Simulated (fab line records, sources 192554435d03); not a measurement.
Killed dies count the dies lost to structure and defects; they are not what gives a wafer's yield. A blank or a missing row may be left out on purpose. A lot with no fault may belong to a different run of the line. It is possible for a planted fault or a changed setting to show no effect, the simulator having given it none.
What tool caused it? / flow n5_finfet / 60 wafers sampled from 20 lots at 1 step of a route of 1938

WHAT EACH GAUGE READ, for each wafer
N5_GATE_CUT_INSPECT_26: inspects for defects (darkfield). Usual: raw_defect_count 40, standard deviation 18.
lot=L074; measured=day 4 21:35; on=defect_inspect-01; raw_defect_count=42 43 27; flag=
lot=L075; measured=day 4 23:59; on=defect_inspect-01; raw_defect_count=21 21 18; flag=
lot=L076; measured=day 5 06:39; on=defect_inspect-01; raw_defect_count=45 113 54; flag=
lot=L077; measured=day 5 14:57; on=defect_inspect-01; raw_defect_count=63 48 70; flag=
lot=L078; measured=day 6 00:02; on=defect_inspect-02; raw_defect_count=23 30 24; flag=
lot=L081; measured=day 6 10:20; on=defect_inspect-02; raw_defect_count=30 37 57; flag=
lot=L080; measured=day 6 12:22; on=defect_inspect-02; raw_defect_count=46 25 46; flag=
lot=L083; measured=day 7 02:08; on=defect_inspect-01; raw_defect_count=16 28 46; flag=
lot=L084; measured=day 7 04:55; on=defect_inspect-01; raw_defect_count=52 38 53; flag=
lot=L085; measured=day 7 09:40; on=defect_inspect-02; raw_defect_count=39 59 39; flag=
lot=L086; measured=day 7 15:31; on=defect_inspect-02; raw_defect_count=48 48 25; flag=
lot=L087; measured=day 8 00:35; on=defect_inspect-02; raw_defect_count=59 50 40; flag=
lot=L088; measured=day 8 04:49; on=defect_inspect-01; raw_defect_count=33 21 23; flag=
lot=L089; measured=day 8 09:00; on=defect_inspect-01; raw_defect_count=55 46 57; flag=
lot=L090; measured=day 8 17:14; on=defect_inspect-01; raw_defect_count=38 42 49; flag=
lot=L091; measured=day 8 23:56; on=defect_inspect-02; raw_defect_count=25 16 44; flag=
lot=L092; measured=day 9 08:26; on=defect_inspect-02; raw_defect_count=31 19 43; flag=
lot=L093; measured=day 9 11:07; on=defect_inspect-02; raw_defect_count=21 38 16; flag=
lot=L095; measured=day 9 23:39; on=defect_inspect-01; raw_defect_count=24 29 45; flag=
lot=L096; measured=day 10 09:40; on=defect_inspect-01; raw_defect_count=46 28 41; flag=

EACH LOT AND THE TOOL THAT RAN IT (in order: tool; ch and the chambers of the sampled wafers; start)
No process step before these readings appears in the record.

AS READ BY THE TOOLS THEMSELVES (means over the sampled wafers that have a number; for cases with no such wafer, the mark the record gives instead)
The record holds no such reading with a usual standard deviation.

THE ANSWER, worked out from the rows above alone
Rule: lot off if the mean of its wafers having a number is beyond 3 standard deviations from the usual mean. Also off: a lot with no number at a reading for which 4 or more lots have one. Any other lot the step has rows for is counted as sound. After the gauges, taken in route order, come the tools' own readings; for these a lot's mean is taken, as printed above. At the first step where some lot is off, the reading lying furthest off is the one used; lots without a number count as furthest.
None of the lots is off at any reading shown; this tells nothing.

WHAT THE SIMULATOR PUT IN
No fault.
